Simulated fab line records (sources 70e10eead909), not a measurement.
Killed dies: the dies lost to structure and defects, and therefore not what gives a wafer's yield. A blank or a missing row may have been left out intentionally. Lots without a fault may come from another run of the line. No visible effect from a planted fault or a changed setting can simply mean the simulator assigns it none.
Which tool was responsible? | flow nandHarc | 42 wafers from 14 lots sampled at 6 of the route's 1159 steps

WHAT EACH GAUGE READ, for each wafer
NHARC_P_STI_CD_MEAS_09 targets a cd of 200 nm.
lot  | measured    | on       | cdNm (nm)
L418 | day 2 16:06 | cdSem-01 | 204.4 195.4 199.6
L419 | day 2 16:15 | cdSem-01 | 195.0 195.8 197.6
L420 | day 3 02:54 | cdSem-01 | 206.4 197.1 197.0
L421 | day 3 07:48 | cdSem-03 | 201.3 197.5 194.4
L423 | day 3 17:32 | cdSem-03 | 203.2 197.4 199.6
L426 | day 4 07:39 | cdSem-02 | 254.7 251.3 251.7
L427 | day 4 18:28 | cdSem-01 | 241.3 239.3 241.7
L434 | day 6 13:40 | cdSem-03 | 201.5 199.5 200.0
L435 | day 6 13:31 | cdSem-01 | 194.4 194.3 196.0
L436 | day 7 02:47 | cdSem-03 | 203.1 198.4 197.5
L437 | day 7 02:57 | cdSem-03 | 198.1 201.1 202.0
L438 | day 7 11:04 | cdSem-03 | 198.8 196.1 200.7
L439 | day 7 16:45 | cdSem-02 | 200.9 199.8 201.5
L441 | day 8 05:05 | cdSem-02 | 195.5 198.6 196.2

NHARC_P_STI_OCD_MEAS_17.
lot  | measured    | on     | trenchFootCdNm (nm)
L418 | day 2 16:53 | ocd-01 | 163.4 153.8 158.2
L419 | day 2 17:02 | ocd-02 | 154.3 153.7 156.6
L420 | day 3 03:46 | ocd-01 | 164.3 156.1 155.7
L421 | day 3 08:35 | ocd-02 | 159.3 156.7 152.8
L423 | day 3 18:20 | ocd-01 | 162.2 155.6 157.9
L426 | day 4 08:28 | ocd-02 | 212.4 209.7 210.9
L427 | day 4 19:16 | ocd-01 | 200.0 197.6 199.9
L434 | day 6 14:28 | ocd-01 | 158.1 157.7 158.2
L435 | day 6 14:18 | ocd-02 | 153.0 153.9 154.6
L436 | day 7 03:34 | ocd-01 | 160.9 156.5 156.3
L437 | day 7 03:44 | ocd-01 | 157.3 160.3 160.3
L438 | day 7 11:52 | ocd-01 | 155.8 154.9 158.4
L439 | day 7 17:35 | ocd-01 | 159.4 158.0 160.4
L441 | day 8 05:54 | ocd-01 | 154.5 155.8 153.7

WHAT TOOL EACH LOT RAN ON (gives the tool, then ch and the chambers of the sampled wafers, and finally the start)
lot  | NHARC_P_ZERO_WELL_DESCUM_13      | NHARC_P_ZERO_WELL_ETCH_65        | NHARC_P_ZERO_WELL_ETCH_62                   | NHARC_P_STI_PEB_07
L418 | rieDiel-07 ch 1,2, day 1 13:16   | rieDiel-07 ch 2,3, day 1 13:22   | rieDiel-07 ch 1,2,3, day 2 16:01 or earlier | lithoTrack-07 ch 0, day 2 16:01
L419 | rieDiel-07 ch 0,3, day 1 19:24   | rieDiel-07 ch 0,2, day 1 19:29   | rieDiel-07 ch 1,2,3, day 2 16:10 or earlier | lithoTrack-07 ch 0, day 2 16:10
L420 | rieDiel-07 ch 0,1,3, day 2 01:32 | rieDiel-07 ch 0,1,3, day 2 01:38 | rieDiel-07 ch 0,1,3, day 3 02:48 or earlier | lithoTrack-07 ch 0, day 3 02:48
L421 | rieDiel-07 ch 0,2, day 2 07:25   | rieDiel-07 ch 0,2,3, day 2 07:30 | rieDiel-07 ch 0,2, day 3 07:42 or earlier   | lithoTrack-02 ch 0, day 3 07:42
L423 | rieDiel-09 ch 0,1,3, day 2 19:26 | rieDiel-09 ch 0,1,3, day 2 19:32 | rieDiel-09 ch 0,1,3, day 3 17:26 or earlier | lithoTrack-02 ch 0, day 3 17:26
L426 | rieDiel-07 ch 2,3, day 3 13:18   | rieDiel-07 ch 2,3, day 3 13:24   | rieDiel-07 ch 0,2, day 4 07:34 or earlier   | lithoTrack-07 ch 0, day 4 07:34
L427 | rieDiel-09 ch 1,3, day 3 19:48   | rieDiel-09 ch 0,2,3, day 3 19:53 | rieDiel-09 ch 0,1,3, day 4 18:23 or earlier | lithoTrack-07 ch 0, day 4 18:23
L434 | rieDiel-09 ch 1,3, day 5 13:16   | rieDiel-09 ch 0,2,3, day 5 13:22 | rieDiel-09 ch 0,2,3, day 6 13:35 or earlier | lithoTrack-05 ch 0, day 6 13:35
L435 | rieDiel-09 ch 1,2, day 5 19:25   | rieDiel-09 ch 0,1,2, day 5 19:29 | rieDiel-09 ch 2,3, day 6 13:25 or earlier   | lithoTrack-02 ch 0, day 6 13:25
L436 | rieDiel-09 ch 0,1, day 6 01:25   | rieDiel-09 ch 0,1,3, day 6 01:31 | rieDiel-09 ch 2,3, day 7 02:42 or earlier   | lithoTrack-02 ch 0, day 7 02:42
L437 | rieDiel-09 ch 0,2,3, day 6 07:25 | rieDiel-09 ch 0,2,3, day 6 07:29 | rieDiel-09 ch 0,1,3, day 7 02:52 or earlier | lithoTrack-05 ch 0, day 7 02:52
L438 | rieDiel-07 ch 0,3, day 6 13:28   | rieDiel-07 ch 0,3, day 6 13:33   | rieDiel-07 ch 1,3, day 7 10:59 or earlier   | lithoTrack-02 ch 0, day 7 10:59
L439 | rieDiel-04 ch 1,2, day 6 19:16   | rieDiel-04 ch 0,3, day 6 19:22   | rieDiel-04 ch 0,1, day 7 16:40 or earlier   | lithoTrack-05 ch 0, day 7 16:40
L441 | rieDiel-09 ch 0,2,3, day 7 07:16 | rieDiel-09 ch 0,2,3, day 7 07:22 | rieDiel-09 ch 1,2,3, day 8 04:59 or earlier | lithoTrack-02 ch 0, day 8 04:59
- NHARC_P_ZERO_WELL_DESCUM_13: chemistry O2, time 3 s.
- NHARC_P_ZERO_WELL_ETCH_65: etches the open film in N2/H2, target depth 80 nm, overetch 24 nm, time 87.88 s.
- NHARC_P_ZERO_WELL_ETCH_62: etches the open film in CHF3/Ar, target depth 13 nm, time 6.5 s.
- NHARC_P_STI_PEB_07: peb time 80 s.

WHAT THE TOOLS THEMSELVES READ (means of the sampled wafers that have a number; where no wafer has one, the mark that the record gives instead)
NHARC_P_ZERO_WELL_DESCUM_13.
lot  | tool       | drypumpMotorCurrentA (A) | oesProductAu (a.u.) | rfVppV (V) | showerheadPlenumPTorr (Torr) | throttleValvePct (%)
L418 | rieDiel-07 | 5.4                      | 0.977               | 57.7       | 1.89                         | 11.310
L419 | rieDiel-07 | 5.7                      | 0.983               | 57.6       | 1.81                         | 11.313
L420 | rieDiel-07 | 5.4                      | 0.988               | 58.5       | 1.90                         | 11.318
L421 | rieDiel-07 | 5.6                      | 0.977               | 57.3       | 1.80                         | 11.304
L423 | rieDiel-09 | 6.1                      | 0.995               | 57.0       | 1.93                         | 11.313
L426 | rieDiel-07 | 5.6                      | 1.007               | 57.8       | 1.81                         | 11.318
L427 | rieDiel-09 | 6.0                      | 0.995               | 57.5       | 1.99                         | 11.308
L434 | rieDiel-09 | 5.9                      | 0.982               | 57.7       | 1.98                         | 11.314
L435 | rieDiel-09 | 6.2                      | 1.000               | 57.9       | 1.94                         | 11.319
L436 | rieDiel-09 | 6.3                      | 1.015               | 58.1       | 1.88                         | 11.314
L437 | rieDiel-09 | 6.1                      | 0.999               | 56.7       | 1.86                         | 11.305
L438 | rieDiel-07 | 5.6                      | 0.990               | 56.9       | 1.81                         | 11.320
L439 | rieDiel-04 | 5.8                      | 1.005               | 57.8       | 1.85                         | 11.308
L441 | rieDiel-09 | 6.1                      | 0.998               | 58.2       | 1.86                         | 11.309

NHARC_P_ZERO_WELL_ETCH_65.
lot  | tool       | drypumpMotorCurrentA (A) | oesProductAu (a.u.) | rfVppV (V) | showerheadPlenumPTorr (Torr) | throttleValvePct (%)
L418 | rieDiel-07 | 5.6                      | 0.983               | 428        | 1.92                         | 14.171
L419 | rieDiel-07 | 5.7                      | 0.964               | 427        | 1.92                         | 14.178
L420 | rieDiel-07 | 5.4                      | 1.001               | 430        | 2.02                         | 14.173
L421 | rieDiel-07 | 5.6                      | 0.986               | 428        | 1.92                         | 14.176
L423 | rieDiel-09 | 6.2                      | 1.000               | 431        | 2.06                         | 14.176
L426 | rieDiel-07 | 5.6                      | 1.006               | 427        | 1.93                         | 14.162
L427 | rieDiel-09 | 6.1                      | 1.003               | 429        | 1.98                         | 14.175
L434 | rieDiel-09 | 6.1                      | 1.002               | 429        | 1.98                         | 14.170
L435 | rieDiel-09 | 6.3                      | 1.003               | 429        | 2.00                         | 14.174
L436 | rieDiel-09 | 6.1                      | 0.992               | 432        | 2.06                         | 14.181
L437 | rieDiel-09 | 6.1                      | 1.004               | 429        | 1.98                         | 14.172
L438 | rieDiel-07 | 5.6                      | 0.980               | 428        | 1.93                         | 14.169
L439 | rieDiel-04 | 5.8                      | 0.998               | 433        | 2.12                         | 14.175
L441 | rieDiel-09 | 6.1                      | 1.002               | 429        | 1.98                         | 14.176

NHARC_P_ZERO_WELL_ETCH_62.
lot  | tool       | drypumpMotorCurrentA (A) | oesProductAu (a.u.) | rfVppV (V) | showerheadPlenumPTorr (Torr) | throttleValvePct (%)
L418 | rieDiel-07 | 5.4                      | 0.952               | 370.8      | 2.32                         | 20.219
L419 | rieDiel-07 | 5.4                      | 0.969               | 370.1      | 2.32                         | 20.212
L420 | rieDiel-07 | 5.4                      | 0.960               | 370.3      | 2.33                         | 20.219
L421 | rieDiel-07 | 5.7                      | 0.899               | 366.9      | 2.21                         | 20.221
L423 | rieDiel-09 | 6.1                      | 0.957               | 370.3      | 2.37                         | 20.216
L426 | rieDiel-07 | 5.7                      | 0.951               | 367.7      | 2.22                         | 20.219
L427 | rieDiel-09 | 6.1                      | 0.975               | 370.9      | 2.37                         | 20.212
L434 | rieDiel-09 | 6.1                      | 0.973               | 369.5      | 2.28                         | 20.213
L435 | rieDiel-09 | 5.8                      | 0.959               | 369.9      | 2.33                         | 20.225
L436 | rieDiel-09 | 6.0                      | 0.970               | 369.3      | 2.27                         | 20.212
L437 | rieDiel-09 | 6.1                      | 0.972               | 370.6      | 2.37                         | 20.226
L438 | rieDiel-07 | 5.3                      | 0.957               | 370.6      | 2.33                         | 20.222
L439 | rieDiel-04 | 5.7                      | 0.964               | 371.3      | 2.38                         | 20.212
L441 | rieDiel-09 | 6.0                      | 0.962               | 371.3      | 2.35                         | 20.225

NHARC_P_STI_PEB_07.
lot  | tool          | heaterPowerTotalW (W) | plateTempC (C) | resistLineTempC (C)
L418 | lithoTrack-07 | 189.3                 | 128.08         | 23.06
L419 | lithoTrack-07 | 189.6                 | 127.88         | 22.92
L420 | lithoTrack-07 | 189.7                 | 128.05         | 22.81
L421 | lithoTrack-02 | 190.0                 | 127.92         | 23.00
L423 | lithoTrack-02 | 190.0                 | 127.89         | 23.07
L426 | lithoTrack-07 | 208.0                 | 137.47         | 22.96
L427 | lithoTrack-07 | 207.9                 | 137.54         | 23.02
L434 | lithoTrack-05 | 190.3                 | 127.99         | 22.98
L435 | lithoTrack-02 | 189.8                 | 128.18         | 22.93
L436 | lithoTrack-02 | 189.4                 | 127.87         | 22.98
L437 | lithoTrack-05 | 189.6                 | 127.99         | 22.83
L438 | lithoTrack-02 | 188.9                 | 128.14         | 23.22
L439 | lithoTrack-05 | 190.3                 | 127.95         | 22.82
L441 | lithoTrack-02 | 189.8                 | 127.99         | 23.02

THE ANSWER, worked out from the rows above alone
Rule: usual is defined by the lots themselves. Put in order of their means at a reading, lots are off if they are a third of the lots or fewer, leave a main group of 4 or more, and stand apart from it by a gap of 3 or more times the standard deviation of the main group's means; of several such gaps the widest counts. Not used: any main group whose means are identical at the precision the tables above print for the reading. Also off: a lot with no number at a reading for which 4 or more lots have one. Where the step has rows for the other lots, those lots are counted as sound. The gauges are gone through in route order, then the tools' own readings, and for those a lot's mean is taken as printed above. At the first step where some lot is off, the reading lying furthest off is the one used; lots without a number count as furthest.
Off: L426, L427 (NHARC_P_STI_CD_MEAS_09, cdNm). Main group: mean 198.8 nm, sd 1.9.
A tool fits if, at a process step before that reading, it ran every lot that is off, and no sound lot after the first of them. Not tried: the gauges at NHARC_P_STI_CD_MEAS_09; whatever is off there is also off at NHARC_P_STI_OCD_MEAS_17, on other tools, and gauge error can't account for it. NHARC_P_ZERO_WELL_ETCH_62: start missing for some lots; hours and lot order therefore follow NHARC_P_STI_PEB_07. One candidate fits, namely lithoTrack-07 at NHARC_P_STI_PEB_07. A fault onset in the window from L420 (day 3 02:48, its last sound lot) to L426 (day 4 07:34, its first lot off) fits.
The tool's own readings at NHARC_P_STI_PEB_07 bear it out: on the lots that are off they differ by more than 5 times the standard deviation of the sound lots' means. heaterPowerTotalW reads 207.9 W there against 189.7 W on the sound lots; plateTempC reads 137.50 C there against 127.99 C on the sound lots.

WHAT WAS PUT IN BY THE SIMULATOR
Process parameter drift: lithoTrack-07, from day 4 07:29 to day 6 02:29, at NHARC_P_STI_PEB_07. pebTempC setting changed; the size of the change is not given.
Shown lots that were struck: L426, L427. The same result came from the rule above.
